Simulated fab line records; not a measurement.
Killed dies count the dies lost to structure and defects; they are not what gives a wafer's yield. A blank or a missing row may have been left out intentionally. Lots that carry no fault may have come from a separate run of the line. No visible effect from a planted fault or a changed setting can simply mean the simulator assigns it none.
What tool caused it?	flow n5-finfet	12 lots, 36 wafers sampled, at 4 steps of a route of 1938

WHAT THE GAUGES SHOWED, per wafer
N5_BEOL_M5_THK_MEAS_01.
lot	measured	on	M5_ILD_THK (nm)
L074	day 7 18:40	film-metro-01	120.8 119.9 124.2
L077	day 8 19:17	film-metro-02	122.3 123.5 125.8
L079	day 9 01:54	film-metro-01	120.1 120.5 115.1
L081	day 9 22:13	film-metro-01	122.0 119.6 123.7
L083	day 10 03:38	film-metro-01	122.5 123.4 125.1
L086	day 10 22:38	film-metro-01	120.1 122.2 124.3
L085	day 11 03:36	film-metro-01	121.3 121.4 122.4
L089	day 12 04:09	film-metro-02	120.5 123.4 121.6
L091	day 12 14:28	film-metro-02	121.5 121.0 123.7
L094	day 13 10:00	film-metro-02	118.1 121.8 119.6
L095	day 13 19:10	film-metro-02	120.4 120.3 122.6
L097	day 14 14:52	film-metro-02	120.6 122.8 123.2

WHAT TOOL EACH LOT RAN ON (gives the tool, then ch and the chambers of the sampled wafers, and finally the start)
lot	N5_BEOL_M4_SPUTTER_88	N5_BEOL_M4_ANNEAL_93	N5_BEOL_M5_ILD_DEP_00
L074	pvd-sputter-02, day 7 14:51	pvd-sputter-02, day 7 15:22	pecvd-02 ch 0,2, day 7 18:01
L077	pvd-sputter-02, day 8 15:46	pvd-sputter-02, day 8 16:17	pecvd-03 ch 1,2, day 8 18:43
L079	pvd-sputter-02, day 8 22:18	pvd-sputter-02, day 8 22:49	pecvd-04 ch 0,1,2, day 9 01:19
L081	pvd-sputter-01, day 9 18:41	pvd-sputter-01, day 9 19:13	pecvd-04 ch 1,2, day 9 21:38
L083	pvd-sputter-02, day 10 00:05	pvd-sputter-02, day 10 00:36	pecvd-03 ch 0,1,2, day 10 03:04
L086	pvd-sputter-03, day 10 18:55	pvd-sputter-03, day 10 19:26	pecvd-03 ch 0,2, day 10 22:04
L085	pvd-sputter-01, day 11 00:03	pvd-sputter-01, day 11 00:34	pecvd-02 ch 0,1, day 11 02:59
L089	pvd-sputter-03, day 12 00:38	pvd-sputter-03, day 12 01:10	pecvd-02 ch 1,2, day 12 03:35
L091	pvd-sputter-03, day 12 10:53	pvd-sputter-03, day 12 11:29	pecvd-02 ch 1,2, day 12 13:54
L094	pvd-sputter-03, day 13 05:56	pvd-sputter-03, day 13 06:28	pecvd-03 ch 0,1, day 13 08:57
L095	pvd-sputter-02, day 13 15:10	pvd-sputter-02, day 13 15:41	pecvd-04 ch 0,1,2, day 13 18:06
L097	pvd-sputter-03, day 14 11:09	pvd-sputter-03, day 14 11:40	pecvd-02 ch 0,2, day 14 14:17
- N5_BEOL_M4_SPUTTER_88: material Cu, target thk 4.5 nm, time 8.29 s.
- N5_BEOL_M4_ANNEAL_93: time 240 s.
- N5_BEOL_M5_ILD_DEP_00: deposits SiCOH lowk from DEMS/porogen, target thk 140.64 nm, time 25.9 s.

THE ANSWER, worked out from the rows above alone
Rule: usual is defined by the lots themselves. The widest of any qualifying gaps counts: lots, ordered by their means at a reading, are off when they make up no more than a third of the lots, leave a main group of 4 or more, and stand apart from it by 3 or more times the standard deviation of that group's means. If all means in a main group match to the digits the tables above print for the reading, that group is not used. A lot without any number at a reading at which 4 lots or more have one is off too. Any other lot the step has rows for is counted as sound.
Across all readings shown, no lot is off: no conclusion can be drawn from this.

WHAT THE SIMULATOR PUT IN
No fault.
